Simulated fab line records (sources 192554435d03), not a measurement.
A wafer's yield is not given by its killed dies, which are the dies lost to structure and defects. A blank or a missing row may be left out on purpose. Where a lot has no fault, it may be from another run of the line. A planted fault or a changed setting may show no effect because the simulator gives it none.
Lot-split experiment ; flow n5Finfet ; on a route of 1938 steps: 7 lots, 21 wafers read

== ON THE SPLIT ==
At N5_BEOL_M3_COAT_67 (time 60 s, resist thk 60 nm), the setting spinRpm was moved away from the recipe's 1500 rpm on 8 of the 21 wafers read, by -3.5% to +7.3%. The other wafers ran this setting at the recipe's value.

Reading taken at the split's own step.

== THE READING ==
SOC_of_BEOL_M3_COAT_67.thkNm (the simulator's own value, which no gauge read), in nm, at N5_BEOL_M3_COAT_67 (time 60 s, resist thk 60 nm). There is no usual value for it anywhere in the file. Here, 13 wafers ran the recipe; their average is 60.1 nm with a standard deviation of 0.13 nm.

wafer;tool, chamber at the split;spinRpm as run, rpm;against the recipe;SOC_of_BEOL_M3_COAT_67.thkNm, nm;against lot-mates on the recipe
L075.1;lithoTrack-01, 0;1500;recipe;60;-
L075.3;lithoTrack-01, 0;1545;+3.0%;59;-1.0
L075.4;lithoTrack-01, 0;1545;+3.0%;59.2;-0.8
L079.1;lithoTrack-04, 0;1500;recipe;60.2;-
L079.2;lithoTrack-04, 0;1592;+6.1%;58.4;-1.8
L079.5;lithoTrack-04, 0;1592;+6.1%;58.4;-1.8
L082.1;lithoTrack-03, 0;1500;recipe;60;-
L082.3;lithoTrack-03, 0;1447;-3.5%;61.2;+1.2
L082.5;lithoTrack-03, 0;1447;-3.5%;61.2;+1.2
L083.1;lithoTrack-01, 0;1564;+4.3%;58.8;-1.3
L083.2;lithoTrack-01, 0;1500;recipe;60.2;-
L083.4;lithoTrack-01, 0;1500;recipe;60;-
L087.1;lithoTrack-03, 0;1500;recipe;60.2;-
L087.4;lithoTrack-03, 0;1500;recipe;60.2;-
L087.6;lithoTrack-03, 0;1500;recipe;60.2;-
L096.1;lithoTrack-01, 0;1610;+7.3%;58.2;-2.0
L096.5;lithoTrack-01, 0;1500;recipe;60;-
L096.6;lithoTrack-01, 0;1500;recipe;60.4;-
L097.1;lithoTrack-03, 0;1500;recipe;60;-
L097.5;lithoTrack-03, 0;1500;recipe;60;-
L097.6;lithoTrack-03, 0;1500;recipe;60;-

THE FIT
A straight line over all 21 wafers: SOC_of_BEOL_M3_COAT_67.thkNm changes by -0.286 nm for each +1% of spinRpm; r = -0.99; the points scatter about the line by 0.13 nm.
The same after taking each lot's own level away (the mean of its wafers on the recipe; 21 wafers): -0.298 nm for each +1%; r = -0.99; scatter 0.1 nm.
That fit puts the effect of the largest move of spinRpm on the reading at 2.2 nm.
From 60.00 to 60.20 nm: that is the span of the lots' own levels, equal to 1.6 times the standard deviation above.
Consequently the slope shifts little with the lot-to-lot level, the two slopes agreeing.
Check: for one of the wafers moved furthest among these (+7.3%), held out of the fit, the line's prediction against its lot-mates is -2.23 nm. It came out at -2 nm against them.

== FURTHER SPLITS ON THESE WAFERS ==
Before the reading, these wafers also passed through other splits. Each is held against what the fit with the lots' levels taken away leaves over:
other split on the same wafers;wafers away from the commonest value;r with SOC_of_BEOL_M3_COAT_67.thkNm (lot level and that fit taken away)
N5_GATE_CUT_COAT_07 spinRpm;8;+0.08
N5_MOL_CONTACT_COAG_CONTACT_ETCH_14 sourceW;12;+0.43
N5_MOL_CONTACT_COAG_ETCH_110 biasW;7;-0.17
N5_MOL_CONTACT_COAG_ALD_27 aldCycles;5;+0.34
N5_BEOL_M0_SAQP_EXPOSE_37 doseMj;3;+0.08
N5_BEOL_M1_ILD_DEP_00 timeS;7;-0.16
N5_BEOL_M1_COAT_05 spinRpm;7;+0.50
N5_BEOL_M2_ALD_98 aldCycles;8;-0.10

== THE FILE'S OWN FIT ==
SOC_of_BEOL_M3_COAT_67.thkNm changes by -0.291 nm for each +1% of spinRpm, r = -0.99.
